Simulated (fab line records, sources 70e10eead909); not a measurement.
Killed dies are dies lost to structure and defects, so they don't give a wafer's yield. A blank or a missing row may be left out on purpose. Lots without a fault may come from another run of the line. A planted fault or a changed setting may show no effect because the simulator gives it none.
Which tool did it? | flow nand_harc | 15 lots, 42 wafers sampled, at 8 steps of a route of 1302

WHAT THE GAUGES READ, wafer by wafer
NHARC_A_ONON_D2_THK_MEAS_30: measures by ellipsometry.
lot  | measured     | on            | thk_nm (nm)
L130 | day 12 12:37 | film_metro-02 | 996 995 997
L131 | day 13 08:01 | film_metro-01 | 1004 1005 1005
L132 | day 13 22:20 | film_metro-01 | 1003 1004 1001
L136 | day 15 18:08 | film_metro-01 | 1000 998 1000
L138 | day 16 03:10 | film_metro-02 | 994 995 995
L137 | day 16 17:47 | film_metro-01 | 1024 1022 1022
L139 | day 16 23:08 | film_metro-01 | 1011 1010 1011
L141 | day 17 13:47 | film_metro-02 | 987 990 990
L140 | day 17 13:49 | film_metro-01 | 1004 1007 1007
L144 | day 18 15:56 | film_metro-02 | 982 983 985
L145 | day 18 15:58 | film_metro-01 | 997 997 998
L146 | day 19 17:32 | film_metro-01 | 977 977 979
L150 | day 21 00:09 | film_metro-01 | 992 992
L151 | day 22 02:53 | film_metro-02 | 994 997
L152 | day 22 08:49 | film_metro-01 | 998 999

NHARC_A_CHANNEL_HOLE_D2_CD_MEAS_10: target cd 100 nm.
lot  | measured     | on        | cd_nm (nm)
L130 | day 12 16:22 | cd_sem-03 | 101.9 100.5 100.2
L131 | day 13 12:05 | cd_sem-02 | 98.8 99.6 98.9
L132 | day 14 04:41 | cd_sem-01 | 99.9 101.1 100.1
L136 | day 16 03:28 | cd_sem-02 | 100.2 99.5 99.0
L138 | day 16 09:11 | cd_sem-02 | 100.6 100.4 100.2
L137 | day 17 02:18 | cd_sem-01 | 99.6 100.8 99.9
L139 | day 17 04:27 | cd_sem-01 | 101.0 100.3 100.7
L141 | day 17 18:25 | cd_sem-03 | 98.6 100.4 99.1
L140 | day 17 20:09 | cd_sem-01 | 99.0 100.1 99.2
L144 | day 18 19:04 | cd_sem-01 | 100.9 100.4 100.7
L145 | day 18 21:05 | cd_sem-01 | 100.6 101.2 100.5
L146 | day 19 21:56 | cd_sem-03 | 100.2 100.0 101.3
L150 | day 21 06:29 | cd_sem-02 | 100.8 115.3
L151 | day 22 10:05 | cd_sem-03 | 115.4 116.7
L152 | day 22 16:13 | cd_sem-03 | 115.4 116.1

NHARC_A_CHANNEL_HOLE_D2_INSPECT_12.
lot  | measured     | on                | raw_defect_count
L130 | day 12 16:29 | defect_inspect-01 | 47 45 38
L131 | day 13 12:12 | defect_inspect-01 | 47 63 52
L132 | day 14 04:48 | defect_inspect-02 | 5 0 6
L136 | day 16 03:36 | defect_inspect-02 | 10 7 7
L138 | day 16 09:19 | defect_inspect-02 | 12 12 9
L137 | day 17 02:25 | defect_inspect-02 | 16 12 9
L139 | day 17 04:34 | defect_inspect-02 | 52 67 67
L141 | day 17 18:32 | defect_inspect-01 | 10 13 6
L140 | day 17 20:16 | defect_inspect-02 | 58 60 55
L144 | day 18 19:12 | defect_inspect-01 | 55 62 58
L145 | day 18 21:13 | defect_inspect-02 | 10 16 16
L146 | day 19 22:03 | defect_inspect-02 | 12 21 11
L150 | day 21 06:35 | defect_inspect-02 | 18 19
L151 | day 22 10:12 | defect_inspect-01 | 3 3
L152 | day 22 16:20 | defect_inspect-01 | 18 29

NHARC_A_CHANNEL_HOLE_D2_CD_MEAS_31.
lot  | measured     | on        | cd_nm (nm)
L130 | day 12 23:14 | cd_sem-03 | 89.9 91.4 90.2
L131 | day 13 19:00 | cd_sem-03 | 89.8 88.6 87.0
L132 | day 14 11:33 | cd_sem-03 | 91.7 93.3 88.6
L136 | day 16 12:25 | cd_sem-01 | 87.9 85.7 88.2
L138 | day 16 20:13 | cd_sem-02 | 89.7 89.3 87.5
L137 | day 17 09:20 | cd_sem-03 | 88.0 91.2 87.3
L139 | day 17 13:31 | cd_sem-01 | 88.7 89.0 89.1
L141 | day 18 01:20 | cd_sem-01 | 85.2 90.9 87.0
L140 | day 18 03:04 | cd_sem-01 | 89.9 88.9 89.1
L144 | day 19 01:58 | cd_sem-02 | 89.7 93.4 90.7
L145 | day 19 04:10 | cd_sem-03 | 88.4 91.3 90.5
L146 | day 20 08:08 | cd_sem-02 | 88.1 88.5 91.2
L150 | day 21 13:22 | cd_sem-01 | 88.3 105.9
L151 | day 22 18:29 | cd_sem-03 | 104.0 106.9
L152 | day 23 01:19 | cd_sem-01 | 107.0 108.3

NHARC_END_WLT_00.
lot  | measured     | on        | VT_DECK1_BOTTOM   | VT_DECK1_BOTTOM_INNER | VT_DECK1_MEDIAN_NEAR_BOTTOM | VT_DECK1_MEDIAN_NEAR_BOTTOM_INNER | VT_DECK1_MIDDLE   | VT_DECK1_MIDDLE_INNER | VT_DECK1_TOP      | VT_DECK1_TOP_INNER | VT_DECK2_BOTTOM   | VT_DECK2_BOTTOM_INNER | VT_DECK2_MEDIAN_NEAR_BOTTOM | VT_DECK2_MEDIAN_NEAR_BOTTOM_INNER | VT_DECK2_MIDDLE   | VT_DECK2_MIDDLE_INNER | VT_DECK2_TOP      | VT_DECK2_TOP_INNER
L130 | day 25 22:23 | prober-01 | 0.862 0.867 0.865 | 0.864 0.859 0.863     | 0.859 0.866 0.858           | 0.865 0.867 0.867                 | 0.883 0.883 0.877 | 0.876 0.878 0.889     | 0.891 0.893 0.892 | 0.889 0.889 0.891  | 0.874 0.873 0.875 | 0.873 0.871 0.871     | 0.878 0.878 0.872           | 0.876 0.878 0.886                 | 0.889 0.893 0.876 | 0.887 0.886 0.891     | 0.895 0.894 0.899 | 0.892 0.886 0.897
L131 | day 26 10:18 | prober-02 | 0.870 0.861 0.867 | 0.877 0.858 0.880     | 0.874 0.857 0.875           | 0.879 0.865 0.875                 | 0.880 0.879 0.887 | 0.891 0.888 0.890     | 0.897 0.893 0.900 | 0.894 0.894 0.895  | 0.874 0.876 0.866 | 0.870 0.871 0.859     | 0.874 0.870 0.865           | 0.873 0.874 0.865                 | 0.889 0.887 0.878 | 0.889 0.886 0.878     | 0.894 0.900 0.902 | 0.888 0.888 0.895
L132 | day 26 13:31 | prober-01 | 0.883 0.877 0.876 | 0.886 0.886 0.876     | 0.881 0.885 0.874           | 0.890 0.880 0.872                 | 0.891 0.892 0.890 | 0.895 0.888 0.892     | 0.905 0.897 0.905 | 0.904 0.904 0.901  | 0.866 0.876 0.865 | 0.878 0.871 0.863     | 0.875 0.882 0.869           | 0.882 0.879 0.864                 | 0.886 0.891 0.875 | 0.884 0.892 0.884     | 0.895 0.897 0.892 | 0.889 0.904 0.894
L136 | day 27 11:22 | prober-02 | 0.867 0.880 0.869 | 0.866 0.872 0.866     | 0.857 0.877 0.864           | 0.861 0.869 0.868                 | 0.881 0.884 0.885 | 0.878 0.880 0.883     | 0.892 0.901 0.902 | 0.892 0.894 0.898  | 0.864 0.857 0.863 | 0.864 0.852 0.862     | 0.867 0.864 0.869           | 0.866 0.858 0.873                 | 0.883 0.867 0.880 | 0.877 0.875 0.888     | 0.903 0.894 0.894 | 0.891 0.885 0.897
L138 | day 27 11:22 | prober-01 | 0.864 0.867 0.866 | 0.859 0.861 0.862     | 0.857 0.868 0.866           | 0.863 0.866 0.869                 | 0.875 0.889 0.878 | 0.877 0.875 0.889     | 0.888 0.896 0.889 | 0.895 0.883 0.894  | 0.871 0.869 0.868 | 0.870 0.871 0.858     | 0.867 0.863 0.862           | 0.878 0.873 0.862                 | 0.877 0.884 0.883 | 0.883 0.882 0.876     | 0.892 0.902 0.895 | 0.895 0.892 0.905
L137 | day 28 03:41 | prober-02 | 0.863 0.869 0.874 | 0.867 0.872 0.874     | 0.871 0.870 0.874           | 0.864 0.874 0.878                 | 0.878 0.889 0.883 | 0.881 0.880 0.881     | 0.892 0.898 0.906 | 0.895 0.894 0.899  | 0.859 0.874 0.855 | 0.858 0.866 0.854     | 0.871 0.877 0.861           | 0.870 0.872 0.871                 | 0.882 0.888 0.873 | 0.879 0.884 0.878     | 0.887 0.894 0.893 | 0.886 0.894 0.896
L139 | day 28 04:11 | prober-01 | 0.878 0.869 0.869 | 0.874 0.868 0.872     | 0.874 0.863 0.884           | 0.880 0.869 0.879                 | 0.887 0.881 0.885 | 0.889 0.888 0.888     | 0.899 0.905 0.894 | 0.898 0.901 0.889  | 0.863 0.876 0.874 | 0.873 0.877 0.871     | 0.871 0.875 0.873           | 0.876 0.876 0.875                 | 0.878 0.892 0.889 | 0.893 0.895 0.894     | 0.903 0.906 0.906 | 0.904 0.897 0.909
L141 | day 28 12:32 | prober-02 | 0.875 0.879 0.874 | 0.870 0.873 0.863     | 0.865 0.874 0.872           | 0.872 0.872 0.867                 | 0.888 0.894 0.887 | 0.885 0.879 0.889     | 0.896 0.902 0.901 | 0.902 0.901 0.904  | 0.857 0.870 0.862 | 0.855 0.874 0.861     | 0.860 0.876 0.863           | 0.850 0.870 0.858                 | 0.872 0.883 0.886 | 0.872 0.885 0.887     | 0.899 0.895 0.902 | 0.892 0.893 0.891
L140 | day 28 19:12 | prober-02 | 0.860 0.868 0.866 | 0.862 0.864 0.863     | 0.862 0.862 0.871           | 0.857 0.861 0.869                 | 0.876 0.885 0.880 | 0.874 0.877 0.869     | 0.893 0.893 0.888 | 0.896 0.888 0.892  | 0.868 0.859 0.856 | 0.864 0.868 0.871     | 0.879 0.867 0.860           | 0.872 0.867 0.870                 | 0.884 0.882 0.884 | 0.886 0.884 0.875     | 0.893 0.894 0.893 | 0.900 0.887 0.897
L144 | day 29 23:53 | prober-02 | 0.863 0.870 0.870 | 0.877 0.873 0.866     | 0.870 0.874 0.865           | 0.875 0.876 0.860                 | 0.887 0.881 0.885 | 0.875 0.879 0.880     | 0.898 0.895 0.890 | 0.898 0.897 0.895  | 0.869 0.876 0.873 | 0.873 0.876 0.878     | 0.872 0.872 0.875           | 0.866 0.880 0.877                 | 0.889 0.888 0.883 | 0.884 0.888 0.889     | 0.896 0.889 0.898 | 0.892 0.892 0.901
L145 | day 30 00:23 | prober-01 | 0.871 0.861 0.871 | 0.863 0.865 0.877     | 0.869 0.865 0.873           | 0.861 0.863 0.878                 | 0.890 0.885 0.884 | 0.887 0.882 0.886     | 0.893 0.883 0.897 | 0.896 0.893 0.898  | 0.855 0.869 0.861 | 0.865 0.866 0.869     | 0.861 0.862 0.867           | 0.858 0.871 0.865                 | 0.872 0.877 0.877 | 0.877 0.881 0.878     | 0.891 0.894 0.894 | 0.893 0.892 0.884
L146 | day 30 19:49 | prober-02 | 0.876 0.872 0.872 | 0.870 0.869 0.872     | 0.875 0.873 0.875           | 0.881 0.859 0.869                 | 0.888 0.881 0.885 | 0.883 0.878 0.892     | 0.898 0.890 0.902 | 0.890 0.897 0.900  | 0.865 0.867 0.873 | 0.877 0.868 0.875     | 0.874 0.868 0.879           | 0.865 0.875 0.881                 | 0.882 0.887 0.892 | 0.888 0.893 0.896     | 0.902 0.899 0.900 | 0.905 0.896 0.904
L150 | day 32 16:52 | prober-01 | 0.869 0.870       | 0.870 0.878           | 0.873 0.872                 | 0.867 0.872                       | 0.887 0.885       | 0.888 0.877           | 0.895 0.895       | 0.906 0.890        | 0.855 0.906       | 0.856 0.910           | 0.860 0.908                 | 0.856 0.899                       | 0.883 0.915       | 0.879 0.917           | 0.896 0.922       | 0.895 0.923
L151 | day 33 15:28 | prober-01 | 0.871 0.877       | 0.876 0.872           | 0.872 0.877                 | 0.868 0.886                       | 0.888 0.885       | 0.878 0.881           | 0.887 0.899       | 0.891 0.905        | 0.915 0.918       | 0.911 0.919           | 0.913 0.918                 | 0.914 0.916                       | 0.919 0.917       | 0.929 0.923           | 0.929 0.938       | 0.940 0.939
L152 | day 33 23:14 | prober-01 | 0.879 0.877       | 0.879 0.873           | 0.877 0.879                 | 0.880 0.887                       | 0.887 0.880       | 0.891 0.892           | 0.889 0.900       | 0.892 0.892        | 0.908 0.902       | 0.898 0.910           | 0.902 0.911                 | 0.915 0.911                       | 0.912 0.913       | 0.912 0.915           | 0.921 0.924       | 0.916 0.913

WHICH TOOL RAN EACH LOT (tool, then ch and the chambers of the sampled wafers, then the start)
lot  | NHARC_A_CHANNEL_HOLE_D2_PEB_08    | NHARC_A_CHANNEL_HOLE_D2_ETCH_38    | NHARC_A_CHANNEL_HOLE_D2_XSEM_32
L130 | litho_track-06 ch 0, day 12 16:17 | rie_diel-05 ch 1,3, day 12 16:38   | xsem-02 ch 0, day 12 23:20
L131 | litho_track-01 ch 0, day 13 12:00 | rie_diel-05 ch 0,1, day 13 12:21   | xsem-01 ch 0, day 13 19:05
L132 | litho_track-06 ch 0, day 14 04:36 | rie_diel-05 ch 0,1,3, day 14 04:58 | xsem-01 ch 0, day 14 11:38
L136 | litho_track-01 ch 0, day 16 03:23 | rie_diel-05 ch 2,3, day 16 03:46   | xsem-01 ch 0, day 16 12:31
L138 | litho_track-04 ch 0, day 16 09:07 | rie_diel-05 ch 0,1,3, day 16 09:28 | xsem-02 ch 0, day 16 20:19
L137 | litho_track-01 ch 0, day 17 02:13 | rie_diel-07 ch 1,2,3, day 17 02:34 | xsem-01 ch 0, day 17 09:25
L139 | litho_track-06 ch 0, day 17 04:22 | rie_diel-07 ch 1,2,3, day 17 04:43 | xsem-02 ch 0, day 17 13:36
L141 | litho_track-01 ch 0, day 17 18:20 | rie_diel-05 ch 1,3, day 17 18:42   | xsem-02 ch 0, day 18 01:26
L140 | litho_track-01 ch 0, day 17 20:04 | rie_diel-10 ch 1,2,3, day 17 20:26 | xsem-01 ch 0, day 18 03:09
L144 | litho_track-04 ch 0, day 18 18:59 | rie_diel-05 ch 1,3, day 18 19:21   | xsem-01 ch 0, day 19 02:03
L145 | litho_track-06 ch 0, day 18 21:01 | rie_diel-05 ch 0,3, day 18 21:22   | xsem-02 ch 0, day 19 04:15
L146 | litho_track-06 ch 0, day 19 21:51 | rie_diel-05 ch 0,3, day 19 22:13   | xsem-02 ch 0, day 20 08:14
L150 | litho_track-06 ch 0, day 21 06:23 | rie_diel-10 ch 1,2, day 21 06:44   | xsem-01 ch 0, day 21 13:28
L151 | litho_track-06 ch 0, day 22 10:00 | rie_diel-05 ch 1,3, day 22 10:22   | xsem-01 ch 0, day 22 18:35
L152 | litho_track-06 ch 0, day 22 16:08 | rie_diel-05 ch 0,3, day 22 16:29   | xsem-02 ch 0, day 23 01:25
- NHARC_A_CHANNEL_HOLE_D2_PEB_08: peb time 65 s.
- NHARC_A_CHANNEL_HOLE_D2_ETCH_38: etches the open film in CF4, target depth 39 nm, time 65 s.
- NHARC_A_CHANNEL_HOLE_D2_XSEM_32

WHAT THE TOOLS THEMSELVES READ (means of the sampled wafers that have a number; where no wafer has one, the mark that the record gives instead)
NHARC_A_CHANNEL_HOLE_D2_PEB_08.
lot  | tool           | exhaust_pa (Pa)
L130 | litho_track-06 | 45.2
L131 | litho_track-01 | 44.9
L132 | litho_track-06 | 46.0
L136 | litho_track-01 | 44.5
L138 | litho_track-04 | 45.5
L137 | litho_track-01 | 45.6
L139 | litho_track-06 | 44.4
L141 | litho_track-01 | 44.0
L140 | litho_track-01 | 46.9
L144 | litho_track-04 | 44.3
L145 | litho_track-06 | 45.0
L146 | litho_track-06 | 45.8
L150 | litho_track-06 | 44.4
L151 | litho_track-06 | 44.8
L152 | litho_track-06 | 45.0

NHARC_A_CHANNEL_HOLE_D2_ETCH_38.
lot  | tool        | drypump_motor_current_A (A) | oes_product_au (a.u.) | rf_vpp_V (V) | showerhead_plenum_p_Torr (Torr) | throttle_valve_pct (%)
L130 | rie_diel-05 | 6.2                         | 1.017                 | 152.6        | 1.82                            | 13.282
L131 | rie_diel-05 | 6.0                         | 0.980                 | 150.3        | 1.82                            | 13.284
L132 | rie_diel-05 | 6.1                         | 0.991                 | 151.0        | 1.82                            | 13.294
L136 | rie_diel-05 | 6.1                         | 1.008                 | 151.8        | 1.78                            | 13.277
L138 | rie_diel-05 | 6.1                         | 0.996                 | 151.5        | 1.82                            | 13.274
L137 | rie_diel-07 | 5.6                         | 1.000                 | 150.6        | 1.77                            | 13.284
L139 | rie_diel-07 | 5.6                         | 1.000                 | 150.8        | 1.77                            | 13.288
L141 | rie_diel-05 | 6.1                         | 1.016                 | 152.8        | 1.83                            | 13.289
L140 | rie_diel-10 | 6.2                         | 1.000                 | 149.6        | 1.66                            | 13.281
L144 | rie_diel-05 | 6.2                         | 0.995                 | 152.3        | 1.82                            | 13.288
L145 | rie_diel-05 | 6.2                         | 0.985                 | 151.4        | 1.80                            | 13.276
L146 | rie_diel-05 | 6.1                         | 0.986                 | 152.1        | 1.81                            | 13.280
L150 | rie_diel-10 | 6.2                         | 0.992                 | 148.9        | 1.65                            | 13.288
L151 | rie_diel-05 | 6.2                         | 0.996                 | 151.3        | 1.83                            | 13.285
L152 | rie_diel-05 | 6.2                         | 1.002                 | 150.6        | 1.81                            | 13.273

NHARC_A_CHANNEL_HOLE_D2_XSEM_32.
lot  | tool    | bot_cd_nm (nm) | bow_nm (nm) | tilt_deg (degrees)
L130 | xsem-02 | 76.0           | 8.9         | 0.089
L131 | xsem-01 | 72.0           | 9.1         | 0.046
L132 | xsem-01 | 76.0           | 9.0         | 0.049
L136 | xsem-01 | 72.0           | 9.6         | 0.077
L138 | xsem-02 | 73.2           | 8.3         | 0.054
L137 | xsem-01 | 73.2           | 8.4         | 0.074
L139 | xsem-02 | 73.0           | 8.3         | 0.063
L141 | xsem-02 | 72.2           | 8.2         | 0.031
L140 | xsem-01 | 74.0           | 8.4         | 0.124
L144 | xsem-01 | 75.8           | 8.6         | 0.042
L145 | xsem-02 | 75.2           | 8.5         | 0.067
L146 | xsem-02 | 73.7           | 8.6         | 0.107
L150 | xsem-01 | 81.8           | 8.4         | 0.080
L151 | xsem-01 | 89.5           | 8.4         | 0.021
L152 | xsem-02 | 92.2           | 9.2         | 0.061

THE ANSWER, worked out from the rows above alone
Rule: what is usual is taken from the lots themselves. Put in order of their means at a reading, lots are off if they are a third of the lots or fewer, leave a main group of 4 or more, and stand apart from it by a gap of 3 or more times the standard deviation of the main group's means; of several such gaps the widest counts. A main group whose means are all the same, to the digits that the tables above print for the reading, isn't used. A lot without any number at a reading at which 4 lots or more have one is off too. The other lots that the step has rows for count as sound. The gauges are gone through in route order, then the tools' own readings, and for those a lot's mean is taken as printed above. The first step at which some lot is off is used, and at that step the reading that is off furthest; a lot without a number counts as furthest.
Off: L150, L151, L152, at NHARC_A_CHANNEL_HOLE_D2_CD_MEAS_10 (cd_nm). The main group: mean 100.2 nm, standard deviation 0.59.
A tool fits if, at a process step before that reading, it ran every lot that is off, and no sound lot after the first of them. The gauges at NHARC_A_CHANNEL_HOLE_D2_CD_MEAS_10 aren't tried: what is off there is off at NHARC_END_WLT_00 too, on other tools, and a gauge's error can't cause that. One fits: litho_track-06 at NHARC_A_CHANNEL_HOLE_D2_PEB_08. Its last sound lot is L146 (day 19 21:51), its first lot that is off L150 (day 21 06:23): a fault that began between those two fits.

WHAT THE SIMULATOR HAD PUT IN
Process parameter drift: litho_track-06, from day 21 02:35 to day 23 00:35, at NHARC_A_CHANNEL_HOLE_D2_PEB_08. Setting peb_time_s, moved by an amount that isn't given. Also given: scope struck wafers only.
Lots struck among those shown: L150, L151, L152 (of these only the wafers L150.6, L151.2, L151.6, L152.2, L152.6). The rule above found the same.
